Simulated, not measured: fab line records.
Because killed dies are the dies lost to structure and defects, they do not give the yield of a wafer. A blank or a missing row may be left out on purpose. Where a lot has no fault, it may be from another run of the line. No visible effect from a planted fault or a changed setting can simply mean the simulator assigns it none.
Problem report, 8D (eight disciplines) form, completed by code :: flow n5Finfet :: the parts of the form that need people (team, actions taken, sign-off) are left out

== 1. WHAT IS WRONG ==
Mean of rawDefectCount at N5_BEOL_M14_INSPECT_55: 589 across 3 wafers in 2 lots; on wafers with no fault it is 75 (standard deviation 26). Measured from the usual mean, that is +20 standard deviations.
The step: inspects for defects (darkfield).
First seen on wafer L961.1, day 15 22:50, on defectInspect-02. At this step, 30 wafers from 10 lots have a number in the record. By rule, "out" or "out of limits" means more than 4 standard deviations away from the usual mean. The rest of the wafers with a number are treated as sound.

== 2. WHAT IT IS; WHAT IT IS NOT ==
question: which readings at this step
is: rawDefectCount
is not: -

question: which lots
is: L961, L962
is not: L947, L950, L951, L952, L958, L963, L965, L966

question: which wafers of those lots
is: L961.1, L961.3, L962.3
is not: L961.2, L962.5, L962.6

question: read on which gauges
is: defectInspect-02
is not: defectInspect-01

question: when
is: from day 15 22:50
is not: up to then (16 sound wafers); but 11 sound wafers of L962, L963, L965, L966 came after

== 3. SUSPECTS, AND WHAT RULES EACH OUT ==
Counting: any tool at a process step up to the reading remains a suspect provided it ran every lot that is out. Sound lots after the first of them don't rule it out here, since some wafers of a struck lot are sound.
- the gauge at N5_BEOL_M14_INSPECT_55 has been ruled out. All the wafers that are out were read on defectInspect-02, but those of them that N5_PASSIVATION_PROBE_49 has rows for are out there too, on other tools.
- pecvd-01 at N5_BEOL_M14_DEP_53 (deposits SiCN from 3MS/NH3, target thk 50 nm, time 17.8 s): kept. Every lot that is out went through it, the first being L961 (day 15 22:43); the last sound lot it ran before that was L958 (day 15 22:21).
- pecvd-01, N5_BEOL_M14_DEP_53: wafers that are out in chamber 2, sound lot-mates in chambers 0, 1.
Remaining after the count: pecvd-01 at N5_BEOL_M14_DEP_53.

== 4. THE CAUSE (what the simulator had put in) ==
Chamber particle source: pecvd-01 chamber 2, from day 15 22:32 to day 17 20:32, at N5_BEOL_M14_DEP_53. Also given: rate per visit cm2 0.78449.
After counting, this tool was the only one left.

== 5. THE CHAIN OF EFFECTS, in route order ==
Each row: a reading whose mean over the struck wafers that have a number lies more than 3 standard deviations from the usual. Readings are gone through only where the record gives a usual standard deviation; hours: the median, over the lots, of the time from a lot's start at the first step in this table giving one to that lot's start at this step; sigmas: the change measured in usual standard deviations.
hours: 0
step: N5_BEOL_M14_INSPECT_55
reading: rawDefectCount
usual: 75
on struck wafers: 589
change: +514
sigmas: +20

hours: 22
step: N5_PASSIVATION_PROBE_49
reading: defectLimitedYield
usual: 91.4 %
on struck wafers: 82.6
change: -8.8
sigmas: -5.5

hours: 22
step: N5_PASSIVATION_PROBE_49
reading: killed_at_M4_up
usual: 13
on struck wafers: 130
change: +117
sigmas: +22

hours: 22
step: N5_PASSIVATION_PROBE_49
reading: killedDies
usual: 102
on struck wafers: 206
change: +104
sigmas: +5.5

hours: 22
step: N5_PASSIVATION_PROBE_49
reading: sort_bin_5_function
usual: 5.1 %
on struck wafers: 11.2
change: +6.1
sigmas: +5.6

hours: 22
step: N5_PASSIVATION_PROBE_49
reading: sortNPass
usual: 1078
on struck wafers: 974
change: -104
sigmas: -5.5

hours: 22
step: N5_PASSIVATION_PROBE_49
reading: sortYieldPct
usual: 91.4 %
on struck wafers: 82.6
change: -8.8
sigmas: -5.5
It contains these process steps:
- N5_PASSIVATION_PROBE_49
Later measuring or inspecting steps at which every struck wafer that the step has a row for has a number for every such reading, and none has moved that far: N5_BEOL_M15_CD_MEAS_10.

== 6. WHAT WOULD HAVE CAUGHT IT SOONER ==
In this record the first reading out of limits at a measuring or inspecting step was taken at day 15 22:50, 0 hours after the fault began at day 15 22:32.
Tool readings at N5_BEOL_M14_DEP_53 with a usual standard deviation given in the record: none out on any struck wafer, hence no alarm at a limit of 4 standard deviations on them.
L962, from the lots that are out (2), started N5_BEOL_M14_DEP_53 on pecvd-01 later than day 15 22:50. A tool hold placed at that time would have kept it from harm.
